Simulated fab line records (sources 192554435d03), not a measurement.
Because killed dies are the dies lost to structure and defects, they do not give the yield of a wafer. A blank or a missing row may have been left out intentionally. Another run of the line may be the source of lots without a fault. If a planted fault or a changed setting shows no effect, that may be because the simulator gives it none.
Matching of chambers || flow n5 finfet || N5_BEOL_M3_PRE_CLEAN_60 on cvd co-02 has 3 sister chambers
The step time 15 s. 3 wafers are shown with their chamber, then 7 later ones without.

WAFERS, EACH WITH ITS CHAMBER
{"wafer": "L391.5", "chamber": 0, "heater power w (W)": 107}
{"wafer": "L393.2", "chamber": 2, "heater power w (W)": 135}
{"wafer": "L393.3", "chamber": 1, "heater power w (W)": 105}

WAFERS MISSING THEIR CHAMBER
{"wafer": "L393.4", "heater power w (W)": 108}
{"wafer": "L400.2", "heater power w (W)": 130}
{"wafer": "L400.4", "heater power w (W)": 111}
{"wafer": "L400.6", "heater power w (W)": 104}
{"wafer": "L404.1", "heater power w (W)": 132}
{"wafer": "L404.3", "heater power w (W)": 102}
{"wafer": "L404.5", "heater power w (W)": 137}

WHICH CHAMBER EACH WENT THROUGH
{"wafer": "L393.4", "from the rows above": "can't be placed: 0 or 1", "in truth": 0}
{"wafer": "L400.2", "from the rows above": 2, "in truth": 2}
{"wafer": "L400.4", "from the rows above": "can't be placed: 0 or 1", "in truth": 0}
{"wafer": "L400.6", "from the rows above": "can't be placed: 1 or 0", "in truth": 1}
{"wafer": "L404.1", "from the rows above": 2, "in truth": 2}
{"wafer": "L404.3", "from the rows above": "can't be placed: 1 or 0", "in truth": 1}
{"wafer": "L404.5", "from the rows above": 2, "in truth": 2}
3 of 7 placed correctly. Can't be placed from these rows: 4 (the true chamber is among the candidates in 4). Number placed wrongly: 0.
How it was worked out, from the rows above alone: a wafer's distance from a chamber is the root of the sum, over the readings, of the square of ((its reading less the chamber's mean) divided by the reading's scatter). If the next closest chamber is less than 2 further off than the closest, the wafer can't be placed; otherwise it belongs to the closest. A chamber's mean is the mean of its shown wafers. The scatter (one wafer shown for each chamber): square how far every hidden wafer sits from the nearest shown wafer, average those squares and take the square root.
